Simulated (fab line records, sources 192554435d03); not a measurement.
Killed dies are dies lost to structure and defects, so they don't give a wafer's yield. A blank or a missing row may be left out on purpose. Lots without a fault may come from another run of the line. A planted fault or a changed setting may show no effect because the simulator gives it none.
Chamber matching | flow n5_finfet | N5_BEOL_M5_CURE_80 on uv_cure-02: 3 sister chambers
The step cures SiCOH lowk, time 120 s. 6 wafers are shown with their chamber, then 7 later ones without.

WAFERS WITH THEIR CHAMBER
wafer  | chamber | wafer_temp_C_max | lamp_power_pct (%)
L084.4 | 1       | 371.8            | 52.38
L084.6 | 1       | 371.8            | 52.33
L089.5 | 0       | 370.6            | 52.33
L089.6 | 0       | 370.5            | 52.19
L092.1 | 2       | 371.2            | 52.41
L092.3 | 2       | 371.3            | 52.27

WAFERS WITHOUT THEIR CHAMBER
wafer  | wafer_temp_C_max | lamp_power_pct (%)
L092.4 | 371.3            | 52.27
L093.2 | 371.1            | 52.45
L093.4 | 370.6            | 52.28
L093.5 | 370.7            | 52.31
L097.1 | 371.2            | 52.20
L097.3 | 371.7            | 52.20
L097.5 | 371.0            | 52.24

WHICH CHAMBER EACH WENT THROUGH
wafer  | from the rows above | in truth
L092.4 | 2                   | 2
L093.2 | 2                   | 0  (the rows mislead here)
L093.4 | 0                   | 0
L093.5 | 0                   | 0
L097.1 | 2                   | 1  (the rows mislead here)
L097.3 | 1                   | 1
L097.5 | 2                   | 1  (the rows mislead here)
Placed correctly: 4 of 7. Can't be placed from these rows: 0. Placed wrongly: 3.
How it was worked out, from the rows above alone: a wafer's distance from a chamber is the root of the sum, over the readings, of the square of ((its reading less the chamber's mean) divided by the reading's scatter). The wafer belongs to the nearest chamber; if the next one is less than 2 further off, it can't be placed. A chamber's mean is the mean of its shown wafers. The scatter: the root of (the sum of the squares of (reading less its chamber's mean) over the shown wafers, divided by (wafers less chambers)).
